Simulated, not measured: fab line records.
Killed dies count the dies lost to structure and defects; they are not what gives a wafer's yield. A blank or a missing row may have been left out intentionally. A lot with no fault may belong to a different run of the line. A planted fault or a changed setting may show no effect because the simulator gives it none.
Chamber matching -- flow n5Finfet -- 4 sister chambers for N5_BEOL_M4_VIA_ETCH_34 on rieDiel-02
The step etches the open film in C4F6/O2, target depth 69.4 nm, time 65.9 s. 16 wafers are shown with their chamber, then 8 later ones without.

== WAFERS PAIRED WITH THEIR CHAMBERS ==
wafer,chamber,drypumpMotorCurrentA (A),throttleValvePct (%),showerheadPlenumPTorr (Torr)
L074.1,0,5.6,30.56,2.90
L074.4,1,6.7,30.61,2.79
L074.6,2,5.5,30.99,2.78
L078.1,1,6.6,30.61,2.79
L078.4,2,5.5,31.02,2.78
L078.6,0,5.6,30.59,2.90
L084.2,2,5.5,31.02,2.77
L084.4,0,5.6,30.60,2.89
L084.5,2,5.5,31.03,2.77
L086.1,1,6.7,30.63,2.78
L086.4,2,5.5,31.03,2.76
L086.5,0,5.6,30.58,2.88
L090.2,3,5.6,30.55,3.02
L090.4,1,6.7,30.64,2.78
L090.6,1,6.7,30.63,2.77
L091.1,0,5.6,30.59,2.88

SIGNATURES, as means of the wafers listed above
reading,chamber 0,chamber 1,chamber 2,chamber 3,scatter within a chamber
drypumpMotorCurrentA,5.600,6.680,5.500,5.600,0.0258
throttleValvePct,30.5840,30.6240,31.0180,30.5500,0.0151
showerheadPlenumPTorr,2.8900,2.7820,2.7720,3.0200,0.00894
Rule: for each reading, subtract the chamber's mean from the wafer's reading, divide by that reading's scatter and square the result; add these up over the readings and take the root, which gives the wafer's distance from the chamber. If the next closest chamber is less than 2 further off than the closest, the wafer can't be placed; otherwise it belongs to the closest. The scatter is the square root of a quotient: the sum, over the shown wafers, of each reading's squared deviation from its chamber's mean, divided by wafers minus chambers.

== WAFERS MISSING THEIR CHAMBER ==
wafer,drypumpMotorCurrentA (A),throttleValvePct (%),showerheadPlenumPTorr (Torr)
L091.2,5.5,31.03,2.76
L091.4,5.6,30.53,3.01
L094.3,6.7,30.64,2.77
L094.5,5.5,31.03,2.76
L094.6,5.6,30.53,3.01
L097.2,5.5,31.04,2.75
L097.4,6.6,30.66,2.77
L097.6,5.5,31.05,2.75

== EACH ONE'S CHAMBER ==
wafer,from the rows above,in truth
L091.2,2,2
L091.4,3,3
L094.3,1,1
L094.5,2,2
L094.6,3,3
L097.2,2,2
L097.4,1,1
L097.6,2,2
Placed correctly: 8 of 8. Number that these rows cannot place: 0. Wrongly placed: 0.
